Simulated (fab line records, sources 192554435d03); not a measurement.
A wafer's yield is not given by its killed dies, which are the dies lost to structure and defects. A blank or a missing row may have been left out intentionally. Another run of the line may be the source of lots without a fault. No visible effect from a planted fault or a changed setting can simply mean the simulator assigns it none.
fab line records | flow n5-finfet | part 2 of 2: steps 21 to 32 of 32
record lots=5 wafers=15 last-day=15
route steps=1938 shown HKMG_FIN@398
lots that met no fault: taken from a fault-free run of the same line
start-h: the number of hours between the record's first day and the start of the first shown wafer of the lot | wait-h: hours from the lot's prior step to this one | " repeats the value in the row above | L1.1+2: a row that stands for several wafers | - no value present, or no start provided | * or withheld: withheld | < > ~ a bound
route shown NAME@n: NAME is a module with steps in the file, n the number in the route of the first one | usual: mean and standard deviation over wafers with no fault | same: alike in all rows | chamber/n: place in a boat | sites: the reading at each site | _std_site: standard deviation across them | _edge_site: outer sites' mean less inner sites' | radius-mm: how far each site lies from the wafer's centre | mask NAME#n: copy n | behind: tool/chamber where the wafer was last shaped | hold: the reason the lot was held/the length of the hold in hours/how it ended | device: the transistor (n, p or np) that didn't switch | end of line: at the end of the route, the tests of the same wafers | a step without rows: its recipe alone | killed: not the wafer's yield, but the dies lost to structure and defects at the first sort | map: per-die view of a wafer (x killed, . not killed, _ where there is no die)
set.NAME: the setting that was run; set.NAME@STEP: the one run at that earlier step | model.NAME: the simulator's own value behind a step, which no gauge read
lots at some steps of the route; a table a step, a row a wafer
services: the hour from which a tool's chamber was out of use, counted from the record's first day as start-h (under 0 if before that day), plus the number of hours and why
## steps
# step N5_HKMG_FIN_WET_ETCH_82
# recipe chemistry=dHCl mix=1:10000 temp-c=25 target=La2O3 stop-on=HfO2 target-depth-nm=2 dry=ipa-marangoni rinse-time-s=30 rinse-temp-c=23
# columns lot.wafer tool chamber start-h wait-h
L076.2+5+6 wet-bench-04 3,1,2 86.85 0.0
L077.1+5+6 wet-bench-04 6,0,5 91.67 0.0
L081.1+4+5 wet-bench-03 1,0,4 114.78 0.0
L085.1+2+5 wet-bench-03 3,6,7 142.20 0.0
L089.2+3+4 wet-bench-01 5,2,3 165.60 0.0
# step N5_HKMG_FIN_ALD_36
# recipe material=TiN target-thk-a=10 temp-c=400 ald-precursor-family=TiCl4 ald-co-reactant=NH3 pulse-time-s=1 purge-time-s=3 co-reactant-purge-time-s=2 co-reactant-pulse-time-s=2 ald-cycles=47 pressure-torr=3
# usual heater-power-w=920/100 precursor-pulse-height-rel=0.999/0.019
# same ald-cycles=47
# columns lot.wafer tool chamber start-h wait-h heater-power-w precursor-pulse-height-rel
L076.2 ald-metal-02 3 86.91 0.0 818 0.979
L076.5 " 0 " " 944 1.006
L076.6 " 1 " " 858 0.970
L077.1 ald-metal-04 1 91.73 0.0 964 1.037
L077.5 " 0 " " 937 0.993
L077.6 " 3 " " 1106 1.010
L081.1 ald-metal-04 2 114.84 0.0 936 0.991
L081.4 " 0 " " 955 0.969
L081.5 " 0 " " 947 1.006
L085.1 ald-metal-02 3 142.26 0.0 836 1.005
L085.2 " 2 " " 754 0.982
L085.5 " 3 " " 844 1.014
L089.2 ald-metal-04 0 165.66 0.0 967 0.996
L089.3 " 1 " " 950 0.993
L089.4 " 3 " " 1092 1.015
# step N5_HKMG_FIN_THK_MEAS_70
# recipe thk-meas-gauge=xrf reads=HfO2_of_HKMG_FIN_HK_ALD_01
# usual HK_THK=1.584/0.021
# columns lot.wafer tool chamber start-h wait-h HK_THK[nm]
L076.2 film-metro-01 - 87.19 0.2 1.589
L076.5 " - " " 1.605
L076.6 " - " " 1.583
L077.1 film-metro-01 - 92.01 0.2 1.573
L077.5 " - " " 1.569
L077.6 " - " " 1.573
L081.1 film-metro-02 - 115.12 0.2 1.609
L081.4 " - " " 1.617
L081.5 " - " " 1.619
L085.1 film-metro-02 - 142.54 0.2 1.589
L085.2 " - " " 1.573
L085.5 " - " " 1.598
L089.2 film-metro-02 - 165.94 0.2 1.598
L089.3 " - " " 1.550
L089.4 " - " " 1.583
# step N5_HKMG_FIN_PWFM_ALD_03
# recipe material=TiN target-thk-a=20 temp-c=400 ald-precursor-family=TiCl4 ald-co-reactant=NH3 pulse-time-s=1 purge-time-s=3 co-reactant-purge-time-s=2 co-reactant-pulse-time-s=2 ald-cycles=91 pressure-torr=3
# usual heater-power-w=908/110 precursor-pulse-height-rel=0.999/0.021
# same ald-cycles=91
# columns lot.wafer tool chamber start-h wait-h heater-power-w precursor-pulse-height-rel
L076.2 ald-metal-01 3 87.22 0.0 741 0.963
L076.5 " 1 " " 1105 0.993
L076.6 " 0 " " 956 0.970
L077.1 ald-metal-01 3 92.05 0.0 717 1.009
L077.5 " 0 " " 957 1.008
L077.6 " 1 " " 1156 1.014
L081.1 ald-metal-01 0 115.16 0.0 948 0.977
L081.4 " 2 " " 903 1.011
L081.5 " 3 " " 740 0.981
L085.1 ald-metal-04 1 142.58 0.0 976 1.008
L085.2 " 0 " " 953 0.990
L085.5 " 0 " " 920 0.954
L089.2 ald-metal-02 0 165.98 0.0 922 1.036
L089.3 " 1 " " 857 1.038
L089.4 " 2 " " 741 1.028
# step N5_HKMG_FIN_COAT_29
# recipe resist=SOC temp-c=250 time-s=60 spin-rpm=1500 resist-thk-nm=300
# usual spin-speed-rpm=1500.1/1.2
# columns lot.wafer tool chamber start-h wait-h spin-speed-rpm
L076.2 litho-track-03 0 87.69 0.2 1498.7
L076.5 " 0 " " 1501.3
L076.6 " 0 " " 1500.8
L077.1 litho-track-05 0 92.52 0.2 1500.0
L077.5 " 0 " " 1502.8
L077.6 " 0 " " 1499.9
L081.1 litho-track-05 0 115.63 0.2 1499.9
L081.4 " 0 " " 1499.9
L081.5 " 0 " " 1500.1
L085.1 litho-track-03 0 143.05 0.2 1498.3
L085.2 " 0 " " 1499.9
L085.5 " 0 " " 1501.3
L089.2 litho-track-05 0 166.45 0.2 1500.5
L089.3 " 0 " " 1498.5
L089.4 " 0 " " 1501.7
# step N5_HKMG_FIN_COAT_30
# recipe resist=SiARC temp-c=220 time-s=60 spin-rpm=1500 resist-thk-nm=35
# usual spin-speed-rpm=1499.9/1.1
# columns lot.wafer tool chamber start-h wait-h spin-speed-rpm
L076.2 litho-track-03 0 - - 1498.8
L076.5 " 0 " " 1498.7
L076.6 " 0 " " 1498.1
L077.1 litho-track-05 0 - - 1499.2
L077.5 " 0 " " 1498.5
L077.6 " 0 " " 1499.6
L081.1 litho-track-05 0 - - 1501.4
L081.4 " 0 " " 1499.8
L081.5 " 0 " " 1499.5
L085.1 litho-track-03 0 - - 1501.0
L085.2 " 0 " " 1498.1
L085.5 " 0 " " 1499.9
L089.2 litho-track-05 0 - - 1499.8
L089.3 " 0 " " 1498.7
L089.4 " 0 " " 1499.4
# step N5_HKMG_FIN_COAT_06
# recipe resist=CAR-ArF spin-rpm=1500 resist-thk-nm=90
# usual spin-speed-rpm=1499.8/1.3
# columns lot.wafer tool chamber start-h wait-h spin-speed-rpm
L076.2 litho-track-03 0 - - 1497.4
L076.5 " 0 " " 1500.2
L076.6 " 0 " " 1498.3
L077.1 litho-track-05 0 - - 1500.1
L077.5 " 0 " " 1501.0
L077.6 " 0 " " 1499.4
L081.1 litho-track-05 0 - - 1500.8
L081.4 " 0 " " 1500.3
L081.5 " 0 " " 1499.4
L085.1 litho-track-03 0 - - 1499.3
L085.2 " 0 " " 1500.9
L085.5 " 0 " " 1499.1
L089.2 litho-track-05 0 - - 1498.4
L089.3 " 0 " " 1499.3
L089.4 " 0 " " 1499.5
# step N5_HKMG_FIN_EBR_08
# recipe solvent=PGMEA ebr-width-mm=1.5
# columns lot.wafer tool chamber start-h wait-h
L076.2+5+6 litho-track-03 0 - -
L077.1+5+6 litho-track-05 0 - -
L081.1+4+5 litho-track-05 0 - -
L085.1+2+5 litho-track-03 0 - -
L089.2+3+4 litho-track-05 0 - -
# step N5_HKMG_FIN_SOFTBAKE_07
# recipe temp-c=110 time-s=60 resist=CAR-ArF
# columns lot.wafer tool chamber start-h wait-h
L076.2+5+6 litho-track-03 0 - -
L077.1+5+6 litho-track-05 0 - -
L081.1+4+5 litho-track-05 0 - -
L085.1+2+5 litho-track-03 0 - -
L089.2+3+4 litho-track-05 0 - -
# step N5_HKMG_FIN_EXPOSE_09
# recipe mask-id=NWFM na=1.35 source-shape=conventional sigma-outer=0.8 polarization=unpolarized dose-mj=39.25
# same sigma-outer=0.8
# columns lot.wafer tool chamber start-h wait-h mask
L076.2+5+6 arfi-scanner-03 0 87.94 - NWFM#0
L077.1+5+6 arfi-scanner-01 0 92.76 - NWFM#0
L081.1+4+5 arfi-scanner-03 0 115.87 - NWFM#0
L085.1+2+5 arfi-scanner-03 0 143.29 - NWFM#0
L089.2+3+4 arfi-scanner-01 0 166.69 - NWFM#0
# step N5_HKMG_FIN_PEB_10
# recipe peb-temp-c=withheld peb-time-s=60 resist=CAR-ArF
# columns lot.wafer tool chamber start-h wait-h
L076.2+5+6 litho-track-03 0 88.00 0.0
L077.1+5+6 litho-track-03 0 92.82 0.1
L081.1+4+5 litho-track-05 0 115.93 0.1
L085.1+2+5 litho-track-04 0 143.35 0.1
L089.2+3+4 litho-track-03 0 166.75 0.0
# step N5_HKMG_FIN_DEVELOP_11
# recipe develop-time-s=30 developer=TMAH resist=CAR-ArF dev-temp-c=23 rinse-liquid=diw dry=air-spin
# columns lot.wafer tool chamber start-h wait-h
L076.2+5+6 litho-track-03 0 - -
L077.1+5+6 litho-track-03 0 - -
L081.1+4+5 litho-track-05 0 - -
L085.1+2+5 litho-track-04 0 - -
L089.2+3+4 litho-track-03 0 - -
## services
# columns tool chamber start-h hours kind
plasma-asher-02 - 61.55 14.6 pm
arfi-scanner-03 - 62.29 1.0 pm
arfi-scanner-03 - 64.30 1.0 pm
rie-diel-01 2 64.49 1.4 repair
arfi-scanner-01 - 65.78 1.0 repair
arfi-scanner-03 - 65.89 1.5 repair
ald-metal-01 - 69.25 1.4 repair
thermal-cvd-si-01 - 73.32 14.6 pm
arfi-scanner-01 - 74.31 1.0 pm
wet-bench-03 - 78.69 1.1 repair
arfi-scanner-01 - 87.90 0.7 repair
arfi-scanner-01 - 103.01 3.9 pm
ald-metal-04 - 103.32 6.0 pm
ald-metal-04 - 112.16 0.5 repair
arfi-scanner-03 - 114.28 1.3 pm
arfi-scanner-01 - 115.74 1.3 pm
rie-diel-01 1 121.69 7.3 repair
arfi-scanner-03 - 121.95 1.2 repair
arfi-scanner-03 - 131.11 2.3 repair
ald-metal-01 2 132.64 2.4 repair
plasma-asher-01 - 132.90 0.6 repair
arfi-scanner-03 - 135.20 0.8 pm
rie-diel-02 3 152.96 1.8 repair
wet-bench-04 - 160.10 6.4 repair
